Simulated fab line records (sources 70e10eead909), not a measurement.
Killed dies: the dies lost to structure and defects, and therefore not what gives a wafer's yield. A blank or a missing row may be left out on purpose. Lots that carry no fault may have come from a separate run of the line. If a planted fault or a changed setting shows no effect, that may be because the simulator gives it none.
Matching of chambers -- flow nandHarc -- cmp-03 running NHARC_P_CONTACT_CMP_24: 4 sister chambers
The step polishes, t overpolish 30 s, target thk 200 nm. 18 wafers are shown with their chamber, then 9 later ones without.

EACH WAFER AND ITS CHAMBER
wafer,chamber,motorCurrentA (A),timeToEndpointS (s),overpolishRunS (s)
L480.2,3,12.2,37.9,30.005
L480.3,0,15.1,36.8,30.000
L480.6,2,12.9,34.0,30.035
L484.1,3,11.8,41.1,30.007
L484.5,2,12.4,35.7,30.004
L484.6,1,10.8,38.2,29.998
L483.2,1,11.3,38.0,30.008
L483.3,2,12.2,37.2,29.990
L483.6,3,11.5,37.5,30.014
L485.1,3,12.0,41.6,30.012
L485.2,0,14.8,39.1,30.002
L485.6,2,13.0,33.5,30.011
L486.1,0,14.9,39.7,30.008
L486.3,2,12.7,34.2,30.000
L486.6,1,11.1,35.0,29.996
L487.1,3,11.7,38.0,30.004
L487.3,1,11.4,33.5,29.999
L487.6,1,10.9,36.7,30.003

SIGNATURES, as means of the wafers listed above
reading,chamber 0,chamber 1,chamber 2,chamber 3,scatter within a chamber
motorCurrentA,14.933,11.100,12.640,11.840,0.274
timeToEndpointS,38.533,36.280,34.920,39.220,1.8
overpolishRunS,30.00333,30.00080,30.00800,30.00840,0.0098
Rule: for a wafer and a chamber, the distance is found by dividing, reading by reading, the gap between the wafer's reading and the chamber's mean by the reading's scatter, squaring, summing and taking the root. If the next closest chamber is less than 2 further off than the closest, the wafer can't be placed; otherwise it belongs to the closest. The scatter: take each reading less its chamber's mean, square it, sum over the shown wafers, divide by the number of wafers less the number of chambers, and take the root.

WAFERS WHOSE CHAMBER IS MISSING
wafer,motorCurrentA (A),timeToEndpointS (s),overpolishRunS (s)
L490.1,11.7,35.4,30.008
L490.4,15.8,34.0,29.997
L490.6,11.1,33.6,29.991
L498.1,12.8,36.2,30.009
L498.2,15.5,38.6,30.007
L498.5,13.0,39.6,30.011
L501.1,15.6,37.3,30.002
L501.2,13.1,37.5,29.981
L501.4,11.4,38.8,30.013

THE CHAMBER EACH PASSED THROUGH
wafer,from the rows above,in truth
L490.1,can't be placed: 3 or 1 or 2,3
L490.4,0,0
L490.6,1,1
L498.1,2,2
L498.2,0,0
L498.5,can't be placed: 2 or 3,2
L501.1,0,0
L501.2,can't be placed: 2 or 3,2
L501.4,can't be placed: 3 or 1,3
5 of 9 placed correctly. Unplaceable from these rows: 4, with the true chamber sitting among the candidates in 4. Placed wrongly: 0.
